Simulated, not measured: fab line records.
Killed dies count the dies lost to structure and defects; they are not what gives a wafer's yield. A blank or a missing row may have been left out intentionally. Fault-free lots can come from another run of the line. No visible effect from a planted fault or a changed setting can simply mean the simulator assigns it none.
A lot that was struck, set against a sound lot || flow n5 finfet || 39 out of 1938 route steps
Sound: wafers L905.2, L905.4, L905.5. Struck: wafer L902.1 (left out: L902.6, a lot-mate that was not struck); the cause follows at the end.
Order at every step that has rows: each side's tool, ch and its chambers, its first start. Under that, the readings that differ: sound wafers || struck wafers || difference of the means || sigmas: that difference in standard deviations of wafers without a fault.
alike: a reading whose means differ by less than 2 such deviations, as well as words and numbers matching on both sides. not compared: withheld readings; readings where some wafer has no value; bounds like >300 that might hide an equal value; numbers whose values overlap and for which the record gives no deviation.
Wherever a step has rows on one side only, a row that says differs or no value, or a row with sigmas, the two part there. When numbers do not overlap yet have no deviation, they are printed without sigmas and do not part them. A reading missing from all wafers of one side parts the sides only when that side holds two or more wafers.

first, 9 steps without rows for these wafers: N5_BEOL_M4_COAT_05 (resist thk 30 nm); N5_BEOL_M4_EBR_07; N5_BEOL_M4_SOFTBAKE_06 (time 60 s); N5_BEOL_M4_EXPOSE_08 (exposes mask M4); N5_BEOL_M4_PEB_09 (peb time 60 s); N5_BEOL_M4_DEVELOP_10 (develop time 30 s); N5_BEOL_M4_DESCUM_16 (chemistry O2, time 7 s); N5_BEOL_M4_ETCH_74 (etches underlayer in N2/H2, target depth 6.5 nm, time 5.2 s); N5_BEOL_M4_ETCH_63 (etches SiARC in CF4, target depth 15.6 nm, time 26 s).
N5_BEOL_M4_ETCH_64: etches SOC in N2/H2, target depth 75 nm, overetch 22.5 nm, time 121.9 s.
  sound on rie diel-01 ch 0,2, day 13 16:59; struck on rie diel-03 ch 2, day 13 01:43
{"reading": "oes product au (a.u.)", "sound": "0.66 0.64 0.66", "struck": 0.85, "difference": "+0.20", "sigmas": "+3"}
{"reading": "model.etch.depth nm (nm)", "sound": "60.11 60.13 59.93", "struck": 56.33, "difference": -3.73, "sigmas": ""}
{"reading": "model.SiARC_of_BEOL_M4_COAT_62.thk nm (nm)", "sound": "6.4 6.4 6.4", "struck": 8.6, "difference": "+2.2", "sigmas": ""}
{"reading": "model.BEOL_M4.cd offset nm (nm)", "sound": "0.4 -0.2 0.4", "struck": -1.4, "difference": -1.6, "sigmas": ""}
  alike: drypump motor current A, rf vpp V, showerhead plenum p Torr, throttle valve pct
  not compared: rf fwd power W, rf hours counter h
then, 3 steps without rows for these wafers: N5_BEOL_M4_STRIP_65 (strips in N2/H2); N5_BEOL_M4_STRIP_75 (strips in N2/H2); N5_BEOL_M4_STRIP_66 (strips in CF4).
N5_BEOL_M4_HM_OPEN_17: chemistry Cl2/BCl3, target TiN, target depth 20 nm, overetch 6 nm.
  sound on rie metal-03 ch 0,1, day 13 17:10; struck on rie metal-01 ch 0, day 13 01:53
{"reading": "model.BEOL_M4.cd offset nm (nm)", "sound": "0.6 0 0.4", "struck": -1.4, "difference": -1.7, "sigmas": ""}
  alike: drypump motor current A, oes_ar_750_au, oes product au, rf fwd power W, throttle valve pct
  not compared: rf hours counter h
then, 14 steps without rows for these wafers: N5_BEOL_M4_STRIP_19 (strips in O2); N5_BEOL_M4_COAT_67 (time 60 s, resist thk 60 nm); N5_BEOL_M4_COAT_68 (time 60 s, resist thk 12 nm); N5_BEOL_M4_COAT_76 (time 60 s, resist thk 5 nm); N5_BEOL_M4_COAT_22 (resist thk 30 nm); N5_BEOL_M4_EBR_24; N5_BEOL_M4_SOFTBAKE_23 (time 60 s); N5_BEOL_M4_EXPOSE_25 (exposes mask V3, defocus 5 nm); N5_BEOL_M4_PEB_26 (peb time 60 s); N5_BEOL_M4_DEVELOP_27 (develop time 30 s); N5_BEOL_M4_DESCUM_33 (chemistry O2, time 7 s); N5_BEOL_M4_ETCH_77 (etches underlayer in N2/H2, target depth 6.5 nm, time 5.2 s); N5_BEOL_M4_ETCH_69 (etches SiARC in CF4, target depth 15.6 nm, time 26 s); N5_BEOL_M4_ALD_98 (deposits SiO2, target thk 2.5 nm, pulse time 1 s, co reactant pulse time 1 s).
N5_BEOL_M4_ETCHBACK_99: etches SiO2 in CHF3, target depth 5 nm, time 10.4 s.
  sound on rie diel-05 ch 0,1,2, day 14 00:52; struck on rie diel-03 ch 1, day 13 17:56
{"reading": "oes product au (a.u.)", "sound": "0.82 0.76 1.00", "struck": 0.40, "difference": -0.46, "sigmas": -5}
{"reading": "rf fwd power W (W)", "sound": "214.9 211.9 214.1", "struck": 211.6, "difference": -2.0, "sigmas": -2}
{"reading": "showerhead plenum p Torr (Torr)", "sound": "2.19 2.05 2.08", "struck": 2.29, "difference": "+0.18", "sigmas": "+2"}
  alike: drypump motor current A, oes_ar_750_au, rf vpp V, throttle valve pct
  not compared: rf hours counter h
then, 5 steps without rows for these wafers: N5_BEOL_M4_ETCH_70 (etches SOC in N2/H2, target depth 80 nm, overetch 24 nm, time 130 s); N5_BEOL_M4_STRIP_71 (strips in N2/H2); N5_BEOL_M4_STRIP_78 (strips in N2/H2); N5_BEOL_M4_STRIP_83 (strips in C4F6/O2); N5_BEOL_M4_STRIP_36 (strips in N2/H2).
N5_BEOL_M4_OCD_MEAS_38:
  sound on ocd-02 at day 14 01:16; struck on ocd-01 at day 13 18:20
{"reading": "trench depth nm (nm)", "sound": "55.3 55.4 58.6", "struck": 8.2, "difference": -48.2, "sigmas": -34}
N5_BEOL_M4_CD_MEAS_35: target cd 18 nm, target cd y 22.4 nm.
  sound on cd sem-01 at day 14 01:25; struck on cd sem-02 at day 13 18:29
  not compared: cd nm
N5_BEOL_M4_THK_MEAS_53: measures by xrf.
  sound on film metro-01 at day 14 04:49; struck on film metro-02 at day 13 22:00
  not compared: M4_THK
N5_BEOL_M4_RC_MEAS_101:
  the record has rows for the sound wafers here (prober-02 ch 0, day 14 05:17) and none for the struck ones
-- a jump in the record: the struck wafers' starts before and after are 4 days apart (it breaks off in module BEOL_M4 and resumes in module PASSIVATION, where the first step shown is number 1936 of the route) --
N5_PASSIVATION_PROBE_49:
  sound on prober-02 at day 18 11:35; struck on prober-02 at day 18 03:26
{"reading": "defect limited yield (%)", "sound": "92.5 90.8 89.7", "struck": 15.2, "difference": -75.8, "sigmas": -54}
{"reading": "killed_at_M4_up", "sound": "10 6 23", "struck": 928, "difference": "+915", "sigmas": "+99 or more"}
{"reading": "killed dies", "sound": "88 108 122", "struck": 1001, "difference": "+895", "sigmas": "+56"}
{"reading": "killed on rim", "sound": "10 15 19", "struck": 140, "difference": "+125", "sigmas": "+31"}
{"reading": "sort_bin_5_function (%)", "sound": "4.2 5.4 6.5", "struck": 81.6, "difference": "+76.2", "sigmas": "+86"}
{"reading": "sort n pass", "sound": "1092 1072 1058", "struck": 179, "difference": -895, "sigmas": -32}
{"reading": "sort yield pct (%)", "sound": "92.5 90.8 89.7", "struck": 15.2, "difference": -75.8, "sigmas": -32}
  alike: killed_at_M0_to_M3, killed at contacts, killed at front end, killed at other, killed open, killed short, sort_bin_6_memory

== WHERE THEY PART ==
Earliest at N5_BEOL_M4_ETCH_64; latest, in this record, at N5_PASSIVATION_PROBE_49.

WHY: what had been put in by the simulator
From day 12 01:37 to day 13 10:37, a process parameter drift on rie diel-03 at N5_BEOL_M4_ETCH_64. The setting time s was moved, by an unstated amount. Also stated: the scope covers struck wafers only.
